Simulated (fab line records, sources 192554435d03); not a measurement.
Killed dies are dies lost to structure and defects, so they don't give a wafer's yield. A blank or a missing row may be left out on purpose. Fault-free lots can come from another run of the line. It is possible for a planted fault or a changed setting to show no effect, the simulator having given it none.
Which tool did it?    flow n5_finfet    10 lots with 30 wafers sampled at 2 steps, on a route of 1938 steps

## WHAT THE GAUGES READ, wafer by wafer
N5_BEOL_M15_CD_MEAS_10: the cd target is 360 nm.
lot   measured      on         cd_nm (nm)
L786  day 12 04:12  cd_sem-01  359.9 361.1 360.6
L792  day 13 07:39  cd_sem-01  363.9 361.1 362.7
L793  day 13 22:11  cd_sem-03  359.7 360.3 360.0
L794  day 14 12:53  cd_sem-03  360.9 358.3 360.3
L796  day 15 05:46  cd_sem-02  361.9 362.4 360.1
L801  day 15 10:34  cd_sem-03  358.7 359.8 360.5
L800  day 15 18:33  cd_sem-03  359.0 361.3 360.6
L802  day 16 17:26  cd_sem-01  361.2 361.0 359.9
L805  day 17 20:44  cd_sem-01  358.6 359.1 357.7
L808  day 18 02:47  cd_sem-01  360.8 359.9 360.7

## TOOL THAT RAN EACH LOT (tool first, then ch and the chambers of the sampled wafers, then the start)
lot   N5_BEOL_M14_DEP_53
L786  pecvd-03 ch 0,1,2, day 12 03:30
L792  pecvd-01 ch 0,1,2, day 13 06:46
L793  pecvd-04 ch 0,1, day 13 21:23
L794  pecvd-01 ch 1,2, day 14 12:04
L796  pecvd-01 ch 0,2, day 15 04:58
L801  pecvd-01 ch 0,1,2, day 15 09:52
L800  pecvd-03 ch 0,1,2, day 15 17:44
L802  pecvd-04 ch 0,1,2, day 16 16:38
L805  pecvd-03 ch 0,1, day 17 19:55
L808  pecvd-01 ch 0,1, day 18 01:58
- N5_BEOL_M14_DEP_53: deposits SiCN from 3MS/NH3, target thk 50 nm, time 17.8 s.

## WHAT THE TOOLS THEMSELVES READ (means of the sampled wafers that have a number; where no wafer has one, the mark that the record gives instead)
N5_BEOL_M14_DEP_53.
lot   tool      chamber_pressure_Torr (Torr)  rf_fwd_power_W (W)  showerhead_plenum_p_Torr (Torr)  throttle_valve_pct (%)
L786  pecvd-03  3.007                         667.2               4.172                            18.0
L792  pecvd-01  3.005                         668.0               4.153                            17.9
L793  pecvd-04  2.998                         665.4               4.164                            19.2
L794  pecvd-01  3.000                         667.2               4.165                            18.4
L796  pecvd-01  3.006                         665.5               4.155                            17.5
L801  pecvd-01  2.995                         665.9               4.159                            17.8
L800  pecvd-03  3.000                         668.2               4.169                            18.0
L802  pecvd-04  2.997                         663.4               4.162                            18.3
L805  pecvd-03  3.001                         667.5               4.180                            19.0
L808  pecvd-01  3.005                         666.4               4.172                            18.1

## THE ANSWER, worked out from the rows above alone
Rule: the lots themselves supply what counts as usual. The widest of any qualifying gaps counts: lots, ordered by their means at a reading, are off when they make up no more than a third of the lots, leave a main group of 4 or more, and stand apart from it by 3 or more times the standard deviation of that group's means. A main group whose means are all the same, to the digits that the tables above print for the reading, isn't used. Also off: a lot with no number at a reading for which 4 or more lots have one. Where the step has rows for the other lots, those lots are counted as sound. First the gauges in route order, then the tools' own readings, where a lot's mean is used as printed above. The first step at which some lot is off is used, and at that step the reading that is off furthest; a lot without a number counts as furthest.
Across all readings shown, no lot is off: no conclusion can be drawn from this.

## WHAT THE SIMULATOR HAD INSERTED
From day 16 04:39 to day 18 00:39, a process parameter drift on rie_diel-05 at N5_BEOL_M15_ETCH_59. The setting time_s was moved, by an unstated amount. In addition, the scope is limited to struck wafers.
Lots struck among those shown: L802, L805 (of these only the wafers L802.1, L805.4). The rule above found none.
